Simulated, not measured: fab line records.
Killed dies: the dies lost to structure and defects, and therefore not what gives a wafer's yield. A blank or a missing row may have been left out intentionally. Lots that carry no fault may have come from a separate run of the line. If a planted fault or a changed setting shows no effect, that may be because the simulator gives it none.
Struck lot and sound lot, side by side / flow nandHarc / 15 steps out of a route of 1159
Sound: the wafers L558.1, L558.4, L558.6. Struck: wafer L569.1 (left out: L569.4, L569.5 of the same lot, which were not struck); the cause appears at the end.
Per side, at each step with rows, come the tool, then ch with its chambers, and then its first start. Under that, the readings that differ: sound wafers / struck wafers / difference of the means / sigmas: that difference in standard deviations of wafers without a fault.
alike: words and numbers the same on both sides, and readings whose means are apart by under 2 such deviations; not compared: readings that were withheld, readings missing a value for some wafer, numbers with overlapping values and no deviation given by the record, and bounds like >300 which may hide the same value.
The two part at a step that has a row with sigmas, a row that says differs or no value, or rows on one side only. Numbers that don't overlap but have no deviation are shown without sigmas and don't part them. A reading that every wafer of one side lacks parts them only if that side has two wafers or more.

NHARC_A_SGD_CUT_ETCH_15: etches the open film in CH3F/O2, target depth 75 nm, time 64.3 s.
  sound: rieDiel-02 ch 0,1; struck: rieDiel-05 ch 2
reading=throttleValvePct (%); sound=20.665 20.649 20.659; struck=20.679; difference=+0.021; sigmas=+2
  alike: drypumpMotorCurrentA, oesProductAu, rfFwdPowerW, rfVppV, showerheadPlenumPTorr
  not compared: rfHoursCounterH
NHARC_A_SGD_CUT_ETCH_16: etches the open film in C4F8/O2/Ar, target depth 310.5 nm, time 155.2 s.
  sound: rieDiel-02 ch 1,2; struck: rieDiel-05 ch 3
  alike: oesProductAu, rfFwdPowerW, rfVppV
  not compared: rfHoursCounterH
then, 1 step without rows for these wafers: NHARC_A_SGD_CUT_STRIP_60 (strips in C4F8/O2/Ar).
NHARC_A_SGD_CUT_STRIP_17: strips in O2.
  sound: rieDiel-02 ch 0,2; struck: rieDiel-05 ch 0
  alike: drypumpMotorCurrentA, oesProductAu, rfVppV, showerheadPlenumPTorr, throttleValvePct
  not compared: rfHoursCounterH
then, 4 steps without rows for these wafers: NHARC_A_SGD_CUT_PRECLEAN_18 (cleans in SC1); NHARC_A_SGD_CUT_SRD_19; NHARC_A_SGD_CUT_DEP_20 (deposits SiO2, target thk 150 nm); NHARC_A_SGD_CUT_ANNEAL_27 (time 1800 s).
NHARC_A_SGD_CUT_CMP_21: polishes, target thk 148.19 nm.
  sound on cmp-02 ch 0,1,3, day 16 05:08; struck on cmp-04 ch 1, day 18 08:35
  alike: motorCurrentA, timeToEndpointS
  not compared: padLifeWafers
NHARC_A_SGD_CUT_THK_MEAS_22: measures by ellipsometry.
  sound on filmMetro-02 at day 16 05:24; struck on filmMetro-02 at day 18 08:49
  alike: thkNm
then, 2 steps without rows for these wafers: NHARC_A_SGD_CUT_SRD_23; NHARC_A_SGD_CUT_ETCH_26 (etches SiO2 in dHF, target depth 45.8 nm).
NHARC_A_SGD_CUT_ETCHBACK_24: etches the open film in CH3F/O2, target depth 50 nm, time 92.857 s.
  sound on rieDiel-13 ch 0,2, day 16 05:38; struck on rieDiel-05 ch 2, day 18 09:02
reading=oesProductAu (a.u.); sound=0.99 1.01 1.00; struck=0.93; difference=-0.07; sigmas=-2
reading=runLengthS (s); sound=113.4 114.9 115.4; struck=88.7; difference=-25.9; sigmas=-57
  alike: drypumpMotorCurrentA, rfVppV, showerheadPlenumPTorr, throttleValvePct
  not compared: rfFwdPowerW, rfHoursCounterH
NHARC_A_SGD_CUT_STRIP_28: strips in O2, time 20 s.
  sound on rieDiel-13 ch 1,2,3; struck on rieDiel-05 ch 2, day 18 09:13
  alike: drypumpMotorCurrentA, oesProductAu, rfVppV, showerheadPlenumPTorr, throttleValvePct
  not compared: rfHoursCounterH
-- the record jumps here: 5 days lie between the struck wafers' starts before and after (it left off in module A_SGD_CUT and takes up again in module END, whose first step shown is number 1159 of the route) --
NHARC_END_SORT_01:
  the record has rows for the struck wafers here (prober-01 ch 0, day 23 07:19) and none for the sound ones

## WHERE THEY PART
Last at NHARC_END_SORT_01 as far as this record goes, first at NHARC_A_SGD_CUT_ETCH_15.

WHY: the cause the simulator had injected
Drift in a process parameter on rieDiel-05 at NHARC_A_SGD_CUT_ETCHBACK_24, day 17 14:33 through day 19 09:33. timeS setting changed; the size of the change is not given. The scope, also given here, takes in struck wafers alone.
